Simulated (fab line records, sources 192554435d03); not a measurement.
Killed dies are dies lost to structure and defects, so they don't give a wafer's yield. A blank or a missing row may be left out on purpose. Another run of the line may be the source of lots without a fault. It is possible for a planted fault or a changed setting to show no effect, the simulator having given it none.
Which tool did it?    flow n5Finfet    12 lots, 33 wafers sampled, at 3 steps of a route of 1938

== WHAT THE GAUGES READ, wafer by wafer ==
N5_BEOL_M8_OVL_MEAS_29.
lot   measured      on          V7_OVL (nm)
L556  day 9 05:58   overlay-01  -0.6 -0.3 -0.4
L557  day 9 16:19   overlay-01  0.0 -0.7 -0.5
L558  day 10 02:46  overlay-02  -1.1 1.2 1.7
L559  day 10 02:56  overlay-01  0.1 0.6 -0.9
L560  day 10 13:24  overlay-01  1.0 0.4 0.6
L561  day 10 13:40  overlay-02  1.4
L562  day 10 22:50  overlay-01  0.9 -0.8
L572  day 13 10:27  overlay-02  -0.1 -0.8 0.2
L574  day 14 01:39  overlay-01  1.5 -0.8 0.0
L576  day 14 04:33  overlay-02  -0.9 -1.2 0.1
L578  day 15 07:49  overlay-02  0.2 -0.9 0.3
L579  day 15 15:19  overlay-02  -0.7 -0.1 -1.1

N5_BEOL_M8_CD_MEAS_35: target cd 40 nm.
lot   measured      on        cdNm (nm)
L556  day 9 06:40   cdSem-03  40.1 40.2 40.2
L557  day 9 16:59   cdSem-02  40.7 40.7 40.5
L558  day 10 03:26  cdSem-03  40.0 40.1 40.3
L559  day 10 03:48  cdSem-03  39.3 39.7 39.5
L560  day 10 14:04  cdSem-01  40.1 39.7 39.6
L561  day 10 14:28  cdSem-02  39.9
L562  day 10 23:30  cdSem-02  38.9 39.7
L572  day 13 11:08  cdSem-01  41.3 40.1 41.1
L574  day 14 02:46  cdSem-01  40.4 40.0 40.3
L576  day 14 05:14  cdSem-03  39.3 39.7 39.5
L578  day 15 08:38  cdSem-03  39.4 39.7 39.7
L579  day 15 16:05  cdSem-02  39.8 40.9 40.0

== EACH LOT AND THE TOOL THAT RAN IT (in order: tool; ch and the chambers of the sampled wafers; start) ==
lot   N5_BEOL_M8_STRIP_36
L556  rieDiel-06 ch 0,1, day 9 06:19
L557  rieDiel-01 ch 0,3, day 9 16:38
L558  rieDiel-05 ch 1,2,3, day 10 03:05
L559  rieDiel-06 ch 0,1,2, day 10 03:27
L560  rieDiel-01 ch 0,1,2, day 10 13:43
L561  rieDiel-06 ch 0, day 10 14:01
L562  rieDiel-06 ch 0,1, day 10 23:10
L572  rieDiel-01 ch 0,1,3, day 13 10:46
L574  rieDiel-01 ch 0,1,3, day 14 02:25
L576  rieDiel-05 ch 0,3, day 14 04:53
L578  rieDiel-05 ch 0,1, day 15 08:17
L579  rieDiel-01 ch 0,2,3, day 15 15:38
- N5_BEOL_M8_STRIP_36: strips in N2/H2.

== WHAT THE TOOLS THEMSELVES READ (means of the sampled wafers that have a number; where no wafer has one, the mark that the record gives instead) ==
N5_BEOL_M8_STRIP_36.
lot   tool        drypumpMotorCurrentA (A)  oesProductAu (a.u.)  rfVppV (V)  showerheadPlenumPTorr (Torr)  throttleValvePct (%)
L556  rieDiel-06  5.7                       0.85                 60.6        2.69                          23.76
L557  rieDiel-01  5.9                       0.72                 58.6        2.49                          23.84
L558  rieDiel-05  5.6                       0.87                 59.6        2.58                          23.46
L559  rieDiel-06  5.6                       0.79                 59.3        2.62                          23.71
L560  rieDiel-01  5.7                       0.70                 59.0        2.48                          23.86
L561  rieDiel-06  4.8                       0.83                 59.9        2.67                          23.59
L562  rieDiel-06  5.5                       0.82                 59.0        2.68                          23.73
L572  rieDiel-01  5.8                       0.88                 57.9        2.47                          23.57
L574  rieDiel-01  5.7                       0.87                 57.7        2.47                          23.56
L576  rieDiel-05  5.2                       0.82                 59.4        2.60                          23.31
L578  rieDiel-05  5.7                       0.80                 59.1        2.49                          23.47
L579  rieDiel-01  5.6                       0.78                 60.2        2.45                          23.67

== THE ANSWER, worked out from the rows above alone ==
Rule: the lots themselves supply what counts as usual. Put in order of their means at a reading, lots are off if they are a third of the lots or fewer, leave a main group of 4 or more, and stand apart from it by a gap of 3 or more times the standard deviation of the main group's means; of several such gaps the widest counts. A main group is skipped when, at the precision printed for the reading in the tables above, its means are all equal. A lot without any number at a reading at which 4 lots or more have one is off too. Where the step has rows for the other lots, those lots are counted as sound. The gauges are gone through in route order, then the tools' own readings, and for those a lot's mean is taken as printed above. The first step at which some lot is off is used, and at that step the reading that is off furthest; a lot without a number counts as furthest.
Nothing can be told from this: no lot is off at any reading shown.

== WHAT THE SIMULATOR PUT IN ==
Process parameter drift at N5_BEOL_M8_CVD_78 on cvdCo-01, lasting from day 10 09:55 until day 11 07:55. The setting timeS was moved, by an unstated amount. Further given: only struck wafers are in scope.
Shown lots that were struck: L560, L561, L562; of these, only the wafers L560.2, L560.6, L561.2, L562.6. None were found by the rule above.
